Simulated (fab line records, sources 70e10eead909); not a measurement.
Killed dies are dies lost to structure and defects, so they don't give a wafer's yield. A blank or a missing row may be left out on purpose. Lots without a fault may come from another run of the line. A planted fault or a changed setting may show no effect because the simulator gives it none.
A struck lot beside a sound one | flow nand_harc | 15 steps out of a route of 1302
Sound: wafers L444.3, L444.5, L444.6. Struck: wafers L458.1, L458.3, L458.4. The cause comes at the end.
At each step with rows: each side's tool, then ch and its chambers, then its first start. Under that, the readings that differ: sound wafers | struck wafers | difference of the means | sigmas: that difference in standard deviations of wafers without a fault.
alike: readings whose means differ by less than 2 such deviations, and words and numbers that are the same on both sides. not compared: withheld readings, readings that some wafer has no value for, bounds like >300 that may hide the same value, and numbers for which the record gives no deviation and whose values overlap.
The two part at a step that has a row with sigmas, a row that says differs or no value, or rows on one side only. Numbers that don't overlap but have no deviation are shown without sigmas and don't part them. A reading that every wafer of one side lacks parts them only if that side has two wafers or more.

first, 3 steps without rows for these wafers: NHARC_THIN_TSV_EXPOSE_09 (exposes mask TSV); NHARC_THIN_TSV_PEB_10 (peb time 85 s); NHARC_THIN_TSV_DEVELOP_11 (time 70 s).
NHARC_THIN_TSV_CD_MEAS_12: target cd 1000 nm.
  sound on cd_sem-01 ch 0, day 24 11:03; struck on cd_sem-03 ch 0, day 29 21:55
  alike: cd_nm
then, 1 step without rows for these wafers: NHARC_THIN_TSV_HARDBAKE_13 (time 80 s).
NHARC_THIN_TSV_DESCUM_14: chemistry O2, time 3 s.
  sound on rie_diel-04 ch 0,3, day 24 11:13; struck on rie_diel-13 ch 0,2,3, day 29 22:05
  alike: drypump_motor_current_A, oes_product_au, rf_vpp_V, showerhead_plenum_p_Torr, throttle_valve_pct
  not compared: rf_hours_counter_h
NHARC_THIN_TSV_ETCH_44: etches the open film in CF4/O2, target depth 1594.2 nm, time 797.1 s.
  sound on rie_diel-04 ch 0,2,3, day 24 11:25; struck on rie_diel-13 ch 0,2,3, day 29 22:10
  alike: drypump_motor_current_A, oes_product_au, rf_vpp_V, showerhead_plenum_p_Torr, throttle_valve_pct
  not compared: rf_hours_counter_h
NHARC_THIN_TSV_ETCH_15: target depth 3000 nm, bosch target overetch cycles 2, bosch etch step 2.8 s.
  sound on rie_si-03 ch 0,1,3, day 24 11:54; struck on rie_si-02 ch 1,2,3, day 29 22:44
  alike: drypump_motor_current_A
  not compared: rf_hours_counter_h
NHARC_THIN_TSV_CD_MEAS_16:
  sound on cd_sem-01, day 24 12:01; struck on cd_sem-01, day 29 22:53
  alike: cd_nm
NHARC_THIN_TSV_STRIP_45: strips in O2.
  sound on plasma_asher-02 ch 0,1, day 24 12:11; struck on plasma_asher-02 ch 0,1, day 29 22:58
  alike: drypump_motor_current_A, heater_power_w, rf_refl_power_W
  not compared: rf_hours_counter_h
then, 2 steps without rows for these wafers: NHARC_THIN_TSV_STRIP_46 (strips in post etch residue remover, time 1200 s); NHARC_THIN_TSV_DEP_47 (deposits SiO2, target thk 200 nm).
NHARC_THIN_TSV_ETCHBACK_48: etches the open film in C4F8/Ar, target depth 1028.5 nm, time 405.17 s.
  sound on rie_diel-13 ch 0,3, day 24 13:17; struck on rie_diel-12 ch 0,2,3, day 30 00:12
  reading               | sound             | struck            | difference | sigmas
  oes_product_au (a.u.) | 0.98 1.00 0.99    | 1.23 1.23 1.24    | +0.24      | +8
  rf_fwd_power_W (W)    | 600.3 605.4 597.5 | 840.9 834.4 839.3 | +237.1     | +99 or more
  alike: rf_vpp_V
  not compared: rf_hours_counter_h
NHARC_THIN_TSV_STRIP_62: strips in N2/H2, time 20 s.
  sound on plasma_asher-02 ch 0,1, day 24 13:41; struck on plasma_asher-02 ch 0,1, day 30 00:32
  reading             | sound | struck   | difference                   | sigmas
  rf_refl_power_W (W) | - - - | 14 14 38 | no value on the sound wafers |
  alike: drypump_motor_current_A, heater_power_w
  not compared: rf_hours_counter_h
NHARC_END_SORT_01:
  sound on prober-01 ch 0, day 25 02:45; struck on prober-02 ch 0, day 30 14:09
  alike: defect_limited_yield, killed_at_array, killed_at_other, killed_at_periphery, killed_dies, killed_open, killed_short

WHERE THEY PART
First at NHARC_THIN_TSV_ETCHBACK_48; last, within this record, at NHARC_THIN_TSV_STRIP_62. Later steps at which nothing parts them and some readings are alike: NHARC_END_SORT_01.

WHY: what the simulator had put in
Process parameter drift: rie_diel-12, from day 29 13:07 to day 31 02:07, at NHARC_THIN_TSV_ETCHBACK_48. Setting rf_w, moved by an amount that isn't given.
